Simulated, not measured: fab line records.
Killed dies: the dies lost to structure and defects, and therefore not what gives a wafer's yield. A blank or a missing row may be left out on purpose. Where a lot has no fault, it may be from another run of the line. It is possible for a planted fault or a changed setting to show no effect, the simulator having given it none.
What tool caused it? ; flow nand harc ; 11 lots, 33 wafers sampled, at 6 steps of a route of 1302

== WHAT EACH GAUGE READ, for each wafer ==
NHARC_P_M0_CD_MEAS_09: the cd target is 90 nm. Usual: 89.9 nm for cd nm, sd 0.7.
lot;measured;on;cd nm (nm);flag
L391;day 8 00:58;cd sem-01;87.2 87.0 86.9;OFF
L392;day 8 13:54;cd sem-01;87.5 87.5 86.9;OFF
L394;day 9 06:49;cd sem-01;87.5 87.5 87.9;OFF
L400;day 12 09:14;cd sem-02;89.4 89.7 89.9;
L402;day 12 16:20;cd sem-01;90.2 89.0 90.1;
L401;day 12 17:49;cd sem-01;89.5 90.8 89.7;
L404;day 13 22:16;cd sem-03;89.3 90.0 89.8;
L406;day 14 05:19;cd sem-01;91.0 89.5 90.2;
L405;day 14 05:36;cd sem-02;90.0 88.8 90.2;
L407;day 14 16:54;cd sem-01;88.9 88.2 89.2;
L408;day 15 03:50;cd sem-03;89.3 88.6 88.7;

NHARC_END_SORT_01. Usual: defect limited yield 91.6 %, standard deviation 2.8; killed at array 52, standard deviation 18; killed at other 0.6, standard deviation 1.1; killed at periphery 3.7, standard deviation 2.4; killed dies 57, standard deviation 19; killed open 3.1, standard deviation 1.7; killed short 2.5, standard deviation 1.7; sort_bin_2_pct 3.0 %, standard deviation 1.2; sort_bin_3_pct 0.6 %, standard deviation 0.38; sort_bin_4_pct 4.8 %, standard deviation 1.7; sort n pass 620, standard deviation 19; sort rim yield pct 91 %, standard deviation 4.1; sort yield pct 91.6 %, standard deviation 2.8.
lot;measured;on;defect limited yield (%);killed at array;killed at other;killed at periphery;killed dies;killed open;killed short;sort_bin_2_pct (%);sort_bin_3_pct (%);sort_bin_4_pct (%);sort n pass;sort rim yield pct (%);sort yield pct (%);flag
L400;day 31 18:22;prober-01;92.2 92.2 91.6;43 50 50;1 0 0;9 3 7;53 53 57;6 1 4;3 5 5;3.0 2.2 3.5;0 0.6 0.6;4.9 5.0 4.3;624 624 620;92 96 88;92.2 92.2 91.6;
L401;day 31 13:55;prober-02;93.6 95.6 95.4;41 22 25;1 3 1;1 5 5;43 30 31;4 4 4;9 1 0;1.6 1.5 1.3;0.6 0.1 0.3;4.1 2.8 3.0;634 647 646;93 97 97;93.6 95.6 95.4;
L404;day 32 08:02;prober-02;89.5 89.4 91.3;63 62 53;0 0 0;8 10 6;71 72 59;7 1 4;0 5 3;5.0 3.5 2.7;1.3 0.9 1.2;4.1 6.2 4.9;606 605 618;92 90 93;89.5 89.4 91.3;
L406;day 32 06:28;prober-01;95.1 92.5 92.9;27 46 47;2 0 0;4 5 1;33 51 48;6 2 3;3 4 2;2.2 3.1 2.8;0.3 0.7 0.1;2.4 3.7 4.1;644 626 629;92 94 92;95.1 92.5 92.9;
L405;day 32 20:50;prober-01;88.0 88.9 91.4;77 71 53;0 0 0;4 4 5;81 75 58;7 4 6;1 3 0;4.4 4.6 2.5;1.0 0.7 0.6;6.5 5.8 5.5;596 602 619;92 93 94;88.0 88.9 91.4;
L407;day 33 05:00;prober-02;89.4 88.0 90.8;62 73 54;2 0 1;8 8 7;72 81 62;5 6 1;4 4 3;4.3 4.1 3.0;0.4 0.9 1.2;5.9 6.9 5.0;605 596 615;91 93 90;89.4 88.0 90.8;
L408;day 33 02:58;prober-01;87.1 84.3 86.0;76 95 91;0 2 0;11 9 4;87 106 95;3 4 1;1 0 1;4.1 5.0 5.2;1.0 0.4 1.8;7.7 10.2 7.1;590 571 582;88 84 89;87.1 84.3 86.0;

== TOOL THAT RAN EACH LOT (tool first, then ch and the chambers of the sampled wafers, then the start) ==
lot;NHARC_P_CONTACT_STRIP_28;NHARC_P_CONTACT_CMP_24;NHARC_P_M0_PEB_07;NHARC_P_M0_DESCUM_14
L391;rie diel-09 ch 0,2,3, day 7 21:22;cmp-04 ch 1,2,3, day 7 23:40;litho track-01 ch 0, day 8 00:53;rie diel-05 ch 1,2,3, day 8 01:10
L392;rie diel-09 ch 1,2, day 8 10:53;cmp-04 ch 0,3, day 8 12:37;litho track-01 ch 0, day 8 13:49;rie diel-13 ch 2,3, day 8 14:06
L394;rie diel-04 ch 0,2, day 9 03:52;cmp-02 ch 0,1,3, day 9 05:41;litho track-01 ch 0, day 9 06:44;rie diel-13 ch 0,2, day 9 07:01
L400;rie diel-09 ch 1,2, day 12 05:51;cmp-04 ch 0,1, day 12 07:55;litho track-01 ch 0, day 12 09:09;rie diel-02 ch 0,1,3, day 12 09:26
L402;rie diel-04 ch 1,2,3, day 12 13:18;cmp-02 ch 0,3, day 12 15:02;litho track-01 ch 0, day 12 16:16;rie diel-13 ch 1,3, day 12 16:32
L401;rie diel-09 ch 0,1, day 12 14:26;cmp-02 ch 2,3, day 12 16:13;litho track-06 ch 0, day 12 17:44;rie diel-13 ch 0,1,3, day 12 18:01
L404;rie diel-09 ch 0,1,2, day 13 19:14;cmp-01 ch 1,2, day 13 20:58;litho track-06 ch 0, day 13 22:11;rie diel-13 ch 0,1,3, day 13 22:28
L406;rie diel-04 ch 0,3, day 14 02:17;cmp-01 ch 1,2, day 14 04:01;litho track-06 ch 0, day 14 05:15;rie diel-05 ch 0,1, day 14 05:31
L405;rie diel-04 ch 0,2,3, day 14 02:32;cmp-02 ch 1,2,3, day 14 04:16;litho track-06 ch 0, day 14 05:31;rie diel-13 ch 0,1,2, day 14 05:47
L407;rie diel-10 ch 0,1,3, day 14 13:53;cmp-01 ch 1,2, day 14 15:37;litho track-01 ch 0, day 14 16:49;rie diel-13 ch 0,2,3, day 14 17:06
L408;rie diel-09 ch 1,2,3, day 15 00:56;cmp-04 ch 0,1,2, day 15 02:41;litho track-01 ch 0, day 15 03:46;rie diel-13 ch 0,2,3, day 15 04:01
- NHARC_P_CONTACT_STRIP_28: strips in O2.
- NHARC_P_CONTACT_CMP_24: polishes, t overpolish 30 s, target thk 200 nm.
- NHARC_P_M0_PEB_07: peb time 65 s.
- NHARC_P_M0_DESCUM_14: chemistry O2, time 3 s.

== AS READ BY THE TOOLS THEMSELVES (means over the sampled wafers that have a number; for cases with no such wafer, the mark the record gives instead) ==
NHARC_P_CONTACT_STRIP_28. Usual: drypump motor current A 5.8 A, standard deviation 0.33; oes product au 1.000 a.u., standard deviation 0.0093; rf vpp V 57.8 V, standard deviation 0.88; showerhead plenum p Torr 3.50 Torr, standard deviation 0.17; throttle valve pct 17.037 %, standard deviation 0.008.
lot;tool;drypump motor current A (A);oes product au (a.u.);rf vpp V (V);showerhead plenum p Torr (Torr);throttle valve pct (%);flag
L391;rie diel-09;5.7;0.995;57.8;3.62;17.043;
L392;rie diel-09;5.9;1.003;58.0;3.62;17.031;
L394;rie diel-04;5.9;0.999;57.4;3.51;17.034;
L400;rie diel-09;6.0;1.004;57.2;3.49;17.042;
L402;rie diel-04;6.3;0.997;57.7;3.38;17.039;
L401;rie diel-09;5.9;0.985;57.4;3.35;17.029;
L404;rie diel-09;5.9;0.990;57.0;3.48;17.040;
L406;rie diel-04;6.0;1.013;57.5;3.53;17.036;
L405;rie diel-04;6.1;1.004;57.7;3.47;17.043;
L407;rie diel-10;5.4;1.006;58.4;3.52;17.036;
L408;rie diel-09;5.8;0.997;58.0;3.62;17.043;

NHARC_P_CONTACT_CMP_24. Usual: motor current A 12.5 A, standard deviation 1.2; overpolish run s 30.001 s, standard deviation 0.0087; time to endpoint s 41 s, standard deviation 3.8.
lot;tool;motor current A (A);overpolish run s (s);time to endpoint s (s);flag
L391;cmp-04;12.6;30.001;42;
L392;cmp-04;11.7;29.995;40;
L394;cmp-02;12.8;29.998;36;
L400;cmp-04;12.8;30.002;40;
L402;cmp-02;13.3;30.001;47;
L401;cmp-02;12.3;29.999;43;
L404;cmp-01;12.4;29.998;38;
L406;cmp-01;11.0;29.999;34;
L405;cmp-02;12.1;30.007;46;
L407;cmp-01;12.0;29.994;39;
L408;cmp-04;13.3;29.998;42;

NHARC_P_M0_PEB_07. Usual: 156.7 W for heater power total W, sd 0.4.
lot;tool;heater power total W (W);flag
L391;litho track-01;162.5;OFF
L392;litho track-01;162.8;OFF
L394;litho track-01;162.1;OFF
L400;litho track-01;156.8;
L402;litho track-01;156.2;
L401;litho track-06;156.4;
L404;litho track-06;156.5;
L406;litho track-06;157.1;
L405;litho track-06;156.6;
L407;litho track-01;156.7;
L408;litho track-01;156.3;

NHARC_P_M0_DESCUM_14. Usual: drypump motor current A 5.6 A, standard deviation 0.48; oes product au 1.003 a.u., standard deviation 0.0092; rf vpp V 58.0 V, standard deviation 0.81; showerhead plenum p Torr 1.97 Torr, standard deviation 0.042; throttle valve pct 11.310 %, standard deviation 0.0092.
lot;tool;drypump motor current A (A);oes product au (a.u.);rf vpp V (V);showerhead plenum p Torr (Torr);throttle valve pct (%);flag
L391;rie diel-05;5.4;1.009;59.0;1.95;11.308;
L392;rie diel-13;5.5;1.015;59.1;1.99;11.309;
L394;rie diel-13;5.9;0.993;57.8;1.95;11.309;
L400;rie diel-02;5.4;1.000;58.2;1.97;11.316;
L402;rie diel-13;5.8;1.006;58.1;1.97;11.303;
L401;rie diel-13;5.7;0.996;58.0;1.95;11.308;
L404;rie diel-13;5.7;1.009;57.5;1.95;11.315;
L406;rie diel-05;4.7;1.008;58.5;1.96;11.316;
L405;rie diel-13;6.0;1.007;58.9;1.96;11.304;
L407;rie diel-13;5.7;1.014;58.8;1.96;11.310;
L408;rie diel-13;5.7;1.005;57.8;1.96;11.307;

== THE ANSWER, worked out from the rows above alone ==
Rule: a lot counts as off when the mean over its wafers that have a number is more than 3 standard deviations away from the usual mean. Also off: a lot with no number at a reading for which 4 or more lots have one. The other lots that the step has rows for count as sound. Order of review: gauges by route order, followed by the tools' own readings, for which a lot's mean as printed above is used. The first step at which some lot is off is used, and at that step the reading that is off furthest; a lot without a number counts as furthest.
Off: L391, L392, L394 (NHARC_P_M0_CD_MEAS_09, cd nm).
A tool fits if, at a process step before that reading, it ran every lot that is off, and no sound lot after the first of them. The gauges at NHARC_P_M0_CD_MEAS_09 aren't tried: what is off there is off at NHARC_P_M0_PEB_07 too, on other tools, and a gauge's error can't cause that. None of those tried fits.

== WHAT HAD BEEN PUT IN BY THE SIMULATOR ==
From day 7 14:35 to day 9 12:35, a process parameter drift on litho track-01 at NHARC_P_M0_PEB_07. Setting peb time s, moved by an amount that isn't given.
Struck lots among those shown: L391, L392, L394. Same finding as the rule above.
